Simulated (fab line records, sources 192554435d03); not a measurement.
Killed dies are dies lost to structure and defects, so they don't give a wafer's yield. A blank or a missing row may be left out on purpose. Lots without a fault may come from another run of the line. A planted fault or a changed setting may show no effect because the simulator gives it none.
A struck lot beside a sound one | flow n5_finfet | 14 steps out of a route of 1938
Sound: wafers L777.1, L777.2, L777.3. Struck: wafers L785.4, L785.6. The cause comes at the end.
At each step with rows: each side's tool, then ch and its chambers, then its first start. Under that, the readings that differ: sound wafers | struck wafers | difference of the means | sigmas: that difference in standard deviations of wafers without a fault.
alike: readings whose means differ by less than 2 such deviations, and words and numbers that are the same on both sides. not compared: withheld readings, readings that some wafer has no value for, bounds like >300 that may hide the same value, and numbers for which the record gives no deviation and whose values overlap.
The two part at a step that has a row with sigmas, a row that says differs or no value, or rows on one side only. Numbers that don't overlap but have no deviation are shown without sigmas and don't part them. A reading that every wafer of one side lacks parts them only if that side has two wafers or more.

N5_BEOL_M3_STRIP_66: strips in CF4.
  sound on rie_diel-04 ch 0,1,3, day 7 03:10; struck on rie_diel-06 ch 0, day 9 09:03
  alike: drypump_motor_current_A, oes_product_au, rf_vpp_V, showerhead_plenum_p_Torr, throttle_valve_pct
  not compared: rf_hours_counter_h
N5_BEOL_M3_HM_OPEN_17: chemistry Cl2/BCl3, target TiN, target depth 20 nm, overetch 6 nm.
  sound on rie_metal-03 ch 0,1, day 7 03:13; struck on rie_metal-01 ch 0,1, day 9 09:07
  alike: drypump_motor_current_A, oes_product_au, throttle_valve_pct
  not compared: rf_hours_counter_h
N5_BEOL_M3_STRIP_19: strips in O2.
  sound on rie_diel-04 ch 0,1,3, day 7 03:19; struck on rie_diel-06 ch 0,3, day 9 09:12
  alike: drypump_motor_current_A, oes_product_au, rf_vpp_V, showerhead_plenum_p_Torr, throttle_valve_pct
  not compared: rf_hours_counter_h
N5_BEOL_M3_CD_MEAS_18: pitch 36 nm, target cd 18 nm.
  sound on cd_sem-02, day 7 03:23; struck on cd_sem-02, day 9 09:17
  alike: cd_nm
then, 8 steps without rows for these wafers: N5_BEOL_M3_COAT_67 (time 60 s, resist thk 60 nm); N5_BEOL_M3_COAT_68 (time 60 s, resist thk 12 nm); N5_BEOL_M3_COAT_76 (time 60 s, resist thk 5 nm); N5_BEOL_M3_COAT_22 (resist thk 30 nm); N5_BEOL_M3_EBR_24; N5_BEOL_M3_SOFTBAKE_23 (time 60 s); N5_BEOL_M3_EXPOSE_25 (exposes mask V2, defocus 5 nm); N5_BEOL_M3_PEB_26 (peb time 60 s).
N5_BEOL_M3_DEVELOP_27: develop time 30 s.
  sound on litho_track-05 ch 0, day 7 03:39; struck on litho_track-03, day 9 09:32
  no value came back on the struck wafers for chill_plate_temp_C (C), develop_time_s (s); on the sound wafers chill_plate_temp_C (C) reads 23.02 22.80 22.96
  reading                                      | sound          | struck    | difference | sigmas
  model.CAR-EUV_of_BEOL_M3_COAT_22.thk_nm (nm) | 29.6 29.6 29.4 | 29.8 29.8 | +0.3       |
N5_BEOL_M3_CD_MEAS_28: target cd 25.7 nm, target cd y 23.3 nm.
  sound on cd_sem-02 ch 0, day 7 03:43; struck on cd_sem-02 ch 0, day 9 09:36
  reading    | sound             | struck | difference                    | sigmas
  cd_nm (nm) | 25.49 25.59 25.60 | - -    | no value on the struck wafers |

WHERE THEY PART
First at N5_BEOL_M3_DEVELOP_27; last, within this record, at N5_BEOL_M3_CD_MEAS_28.

WHY: what the simulator had put in
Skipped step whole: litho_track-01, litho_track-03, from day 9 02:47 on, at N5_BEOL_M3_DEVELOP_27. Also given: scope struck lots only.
